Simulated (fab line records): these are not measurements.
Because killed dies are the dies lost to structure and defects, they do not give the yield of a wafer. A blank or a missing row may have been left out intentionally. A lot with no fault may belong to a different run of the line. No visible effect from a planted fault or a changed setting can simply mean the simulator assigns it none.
Which tool is to blame? | flow nand harc | Sampling: 13 lots, 39 wafers, 5 of 1302 route steps

## WHAT EACH GAUGE READ, for each wafer
NHARC_A_SLIT_CD_MEAS_09 targets a cd of 300 nm. Usual: cd nm at 300.0 nm, with a standard deviation of 0.53.
lot  | measured     | on        | cd nm (nm)        | flag
L439 | day 19 10:13 | cd sem-03 | 300.7 300.3 300.0 |
L441 | day 20 13:30 | cd sem-03 | 299.8 300.2 300.2 |
L442 | day 20 22:31 | cd sem-01 | 299.8 299.8 299.3 |
L443 | day 21 11:20 | cd sem-02 | 299.9 300.1 299.9 |
L444 | day 22 03:59 | cd sem-01 | 300.3 300.2 300.2 |
L445 | day 22 09:07 | cd sem-03 | 300.8 300.4 300.4 |
L447 | day 23 01:08 | cd sem-01 | 301.2 300.9 300.3 |
L448 | day 23 19:59 | cd sem-02 | 300.2 299.7 299.9 |
L451 | day 24 11:43 | cd sem-02 | 299.8 300.2 301.0 |
L454 | day 26 00:52 | cd sem-02 | 299.5 300.2 300.6 |
L460 | day 28 23:54 | cd sem-02 | 300.5 299.8 300.2 |
L461 | day 29 11:47 | cd sem-03 | 300.3 299.8 300.0 |
L462 | day 29 12:22 | cd sem-01 | 300.1 300.5 300.7 |

NHARC_A_SLIT_OVL_MEAS_10. Usual: overlay x nm 0.3 nm, standard deviation 1; overlay y nm -0.2 nm, standard deviation 0.91.
lot  | measured     | on         | overlay x nm (nm) | overlay y nm (nm) | flag
L439 | day 19 10:18 | overlay-02 | 0.7 0.5 0.6       | -1.8 -2.0 -1.8    |
L441 | day 20 13:35 | overlay-02 | 0.1 0.4 0.2       | -1.1 -0.9 -0.9    |
L442 | day 20 22:37 | overlay-01 | 1.0 0.7 0.0       | 0.3 0.2 0.2       |
L443 | day 21 11:26 | overlay-02 | 2.0 1.5 1.6       | -0.8 -0.7 -0.3    |
L444 | day 22 04:04 | overlay-01 | 0.0 -0.4 0.2      | 0.2 -0.2 -0.4     |
L445 | day 22 09:12 | overlay-01 | -1.3 -0.4 -0.9    | -0.8 -0.4 0.1     |
L447 | day 23 01:14 | overlay-01 | 0.7 1.0 1.2       | -0.1 -0.4 0.4     |
L448 | day 23 20:05 | overlay-01 | -0.3 -1.0 0.2     | -0.8 0.0 -1.0     |
L451 | day 24 11:47 | overlay-01 | 1.2 0.8 1.0       | -1.1 -0.8 -1.1    |
L454 | day 26 00:57 | overlay-01 | 1.0 1.5 0.6       | -0.2 0.1 0.2      |
L460 | day 28 23:59 | overlay-02 | 1.5 1.4 1.7       | 1.1 1.0 0.8       |
L461 | day 29 11:53 | overlay-02 | 0.7 0.6 0.8       | 1.4 1.4 1.0       |
L462 | day 29 12:27 | overlay-02 | -1.3 -1.4 -1.3    | -1.1 -0.2 -0.9    |

NHARC_END_SORT_01. Usual: killed at array 57, standard deviation 20; killed at other 1.0, standard deviation 1.5; killed at periphery 3.5, standard deviation 2.5; killed dies 62, standard deviation 21; killed open 3.5, standard deviation 1.9; killed short 2.4, standard deviation 1.6.
lot  | measured     | on        | killed at array | killed at other | killed at periphery | killed dies | killed open | killed short | flag
L445 | day 27 15:23 | prober-01 | 82 73 83        | 7 5 4           | 7 7 4               | 96 85 91    | 3 3 5       | 2 4 2        |

## WHAT TOOL EACH LOT RAN ON (gives the tool, then ch and the chambers of the sampled wafers, and finally the start)
lot  | NHARC_A_WL_FILL_ETCHBACK_04       | NHARC_A_WL_FILL_ETCHBACK_05
L439 | rie metal-03 ch 0,1, day 20 03:20 | rie metal-03 ch 0,1, day 20 03:32
L441 | rie metal-03 ch 0,1, day 21 06:34 | rie metal-03 ch 0,1, day 21 06:49
L442 | rie metal-01 ch 0, day 21 15:59   | rie metal-01 ch 1, day 21 16:11
L443 | rie metal-03 ch 0,1, day 22 02:01 | rie metal-03 ch 0,1, day 22 02:14
L444 | rie metal-01 ch 0, day 23 01:23   | rie metal-01 ch 0, day 23 01:41
L445 | rie metal-03 ch 0,1, day 23 04:14 | rie metal-03 ch 0,1, day 23 04:26
L447 | rie metal-03 ch 0,1, day 23 15:58 | rie metal-03 ch 0,1, day 23 16:12
L448 | rie metal-01 ch 1, day 24 10:31   | rie metal-01 ch 0,1, day 24 10:43
L451 | rie metal-03 ch 0,1, day 25 03:17 | rie metal-03 ch 0,1, day 25 03:33
L454 | rie metal-03 ch 0,1, day 26 15:26 | rie metal-03 ch 0,1, day 26 15:40
L460 | rie metal-01 ch 0,1, day 29 14:20 | rie metal-01 ch 1, day 29 14:34
L461 | rie metal-02 ch 0,1, day 30 02:59 | rie metal-02 ch 0,1, day 30 03:23
L462 | rie metal-01 ch 0,1, day 30 02:56 | rie metal-01 ch 0,1, day 30 03:14
- NHARC_A_WL_FILL_ETCHBACK_04: etches the open film in NF3, target depth 60 nm, time 120 s.
- NHARC_A_WL_FILL_ETCHBACK_05: etches the open film in Cl2/BCl3, target depth 22 nm, time 60 s.

## AS READ BY THE TOOLS THEMSELVES (means over the sampled wafers that have a number; for cases with no such wafer, the mark the record gives instead)
NHARC_A_WL_FILL_ETCHBACK_04. Usual: drypump motor current A 5.7 A, standard deviation 0.55; oes product au 0.999 a.u., standard deviation 0.01; run length s 141.4 s, standard deviation 0.39.
lot  | tool         | drypump motor current A (A) | oes product au (a.u.) | run length s (s) | flag
L439 | rie metal-03 | 5.2                         | 1.011                 | 141.7            |
L441 | rie metal-03 | 5.2                         | 1.011                 | 141.7            |
L442 | rie metal-01 | 6.4                         | 0.982                 | 141.6            |
L443 | rie metal-03 | 5.2                         | 1.018                 | 141.6            |
L444 | rie metal-01 | 6.4                         | 0.989                 | 141.4            |
L445 | rie metal-03 | 5.5                         | 1.004                 | 141.8            |
L447 | rie metal-03 | 5.2                         | 1.000                 | 141.5            |
L448 | rie metal-01 | 6.1                         | 1.007                 | 141.0            |
L451 | rie metal-03 | 5.5                         | 0.996                 | 125.2            | OFF
L454 | rie metal-03 | 5.2                         | 0.996                 | 125.4            | OFF
L460 | rie metal-01 | 6.3                         | 0.999                 | 141.2            |
L461 | rie metal-02 | 5.9                         | 0.994                 | 140.9            |
L462 | rie metal-01 | 6.3                         | 1.001                 | 141.3            |

NHARC_A_WL_FILL_ETCHBACK_05. Usual: drypump motor current A 5.7 A, standard deviation 0.54; oes product au 1.002 a.u., standard deviation 0.0099; run length s 81.4 s, standard deviation 0.38.
lot  | tool         | drypump motor current A (A) | oes product au (a.u.) | run length s (s) | flag
L439 | rie metal-03 | 5.4                         | 1.007                 | 81.7             |
L441 | rie metal-03 | 5.5                         | 1.005                 | 81.7             |
L442 | rie metal-01 | 6.1                         | 1.008                 | 81.1             |
L443 | rie metal-03 | 5.2                         | 1.013                 | 81.6             |
L444 | rie metal-01 | 6.4                         | 0.994                 | 81.4             |
L445 | rie metal-03 | 5.2                         | 1.002                 | 81.8             |
L447 | rie metal-03 | 5.4                         | 1.002                 | 81.6             |
L448 | rie metal-01 | 6.3                         | 0.997                 | 81.2             |
L451 | rie metal-03 | 5.2                         | 0.999                 | 81.7             |
L454 | rie metal-03 | 5.2                         | 0.989                 | 81.7             |
L460 | rie metal-01 | 6.0                         | 1.016                 | 80.9             |
L461 | rie metal-02 | 5.9                         | 0.995                 | 81.0             |
L462 | rie metal-01 | 6.3                         | 1.010                 | 81.4             |

## THE ANSWER, worked out from the rows above alone
Rule: a lot counts as off when the mean over its wafers that have a number is more than 3 standard deviations away from the usual mean. A lot without any number at a reading at which 4 lots or more have one is off too. All remaining lots with rows at the step are treated as sound. After the gauges, taken in route order, come the tools' own readings; for these a lot's mean is taken, as printed above. The first step at which some lot is off is used, and at that step the reading that is off furthest; a lot without a number counts as furthest.
Off at NHARC_A_WL_FILL_ETCHBACK_04 (run length s): L451, L454.
If a tool, at that step or one of the process steps before it, ran each lot that is off and ran no sound lot following the first of them, it fits. One fits: rie metal-03 at NHARC_A_WL_FILL_ETCHBACK_04. A fault onset in the window from L447 (day 23 15:58, its last sound lot) to L451 (day 25 03:17, its first lot off) fits.
The tool's own readings at NHARC_A_WL_FILL_ETCHBACK_04 bear it out: on the lots that are off they differ by more than 5 times the standard deviation of the sound lots' means. run length s reads 125.3 s there against 141.4 s on the sound lots.

## WHAT THE SIMULATOR PUT IN
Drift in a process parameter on rie metal-03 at NHARC_A_WL_FILL_ETCHBACK_04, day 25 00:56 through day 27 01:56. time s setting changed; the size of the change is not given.
Lots struck among those shown: L451, L454. The same result came from the rule above.
